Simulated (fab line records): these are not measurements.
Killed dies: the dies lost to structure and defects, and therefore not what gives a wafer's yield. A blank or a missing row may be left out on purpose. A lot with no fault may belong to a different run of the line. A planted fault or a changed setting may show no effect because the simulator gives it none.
Matching of chambers :: flow n5-finfet :: N5_BEOL_M2_ETCH_69 on rie-diel-01: 4 sister chambers
The step etches SiARC in CF4, target depth 15.6 nm, time 26 s. 8 wafers are shown with their chamber, then 10 later ones without.

== WAFERS, EACH WITH ITS CHAMBER ==
wafer: L076.6
chamber: 1
drypump-motor-current-A (A): 6.0
etch-rf-on-time-s (s): 26.6

wafer: L079.3
chamber: 0
drypump-motor-current-A (A): 6.0
etch-rf-on-time-s (s): 25.3

wafer: L081.4
chamber: 2
drypump-motor-current-A (A): 5.9
etch-rf-on-time-s (s): 26.8

wafer: L082.3
chamber: 3
drypump-motor-current-A (A): 5.3
etch-rf-on-time-s (s): 25.3

wafer: L082.4
chamber: 3
drypump-motor-current-A (A): 5.3
etch-rf-on-time-s (s): 25.2

wafer: L082.6
chamber: 2
drypump-motor-current-A (A): 5.9
etch-rf-on-time-s (s): 26.8

wafer: L084.2
chamber: 0
drypump-motor-current-A (A): 6.0
etch-rf-on-time-s (s): 25.2

wafer: L084.3
chamber: 1
drypump-motor-current-A (A): 6.1
etch-rf-on-time-s (s): 26.3

== WAFERS MISSING THEIR CHAMBER ==
wafer: L084.6
drypump-motor-current-A (A): 6.1
etch-rf-on-time-s (s): 26.3

wafer: L085.3
drypump-motor-current-A (A): 6.1
etch-rf-on-time-s (s): 26.6

wafer: L085.5
drypump-motor-current-A (A): 6.0
etch-rf-on-time-s (s): 25.2

wafer: L085.6
drypump-motor-current-A (A): 5.3
etch-rf-on-time-s (s): 25.4

wafer: L091.1
drypump-motor-current-A (A): 6.0
etch-rf-on-time-s (s): 25.6

wafer: L091.4
drypump-motor-current-A (A): 5.3
etch-rf-on-time-s (s): 25.7

wafer: L091.5
drypump-motor-current-A (A): 5.9
etch-rf-on-time-s (s): 26.9

wafer: L093.2
drypump-motor-current-A (A): 5.3
etch-rf-on-time-s (s): 25.4

wafer: L093.5
drypump-motor-current-A (A): 5.9
etch-rf-on-time-s (s): 26.7

wafer: L093.6
drypump-motor-current-A (A): 5.3
etch-rf-on-time-s (s): 25.2

== WHICH CHAMBER EACH ONE RAN IN ==
wafer: L084.6
from the rows above: 1
in truth: 1

wafer: L085.3
from the rows above: 1
in truth: 1

wafer: L085.5
from the rows above: 0
in truth: 0

wafer: L085.6
from the rows above: 3
in truth: 3

wafer: L091.1
from the rows above: 0
in truth: 0

wafer: L091.4
from the rows above: 3
in truth: 3

wafer: L091.5
from the rows above: 2
in truth: 2

wafer: L093.2
from the rows above: 3
in truth: 3

wafer: L093.5
from the rows above: 2
in truth: 2

wafer: L093.6
from the rows above: 3
in truth: 3
Correct placement for 10 of the 10. Number that these rows cannot place: 0. Number placed wrongly: 0.
How it was worked out, from the rows above alone: a wafer's distance from a chamber is the root of the sum, over the readings, of the square of ((its reading less the chamber's mean) divided by the reading's scatter). The wafer belongs to the nearest chamber; if the next one is less than 2 further off, it can't be placed. For every chamber, the mean is computed from those of its wafers that are shown. How the scatter is found: for the shown wafers, subtract from each reading the mean of its chamber, square and add these, divide the total by (wafers less chambers), then take the root.
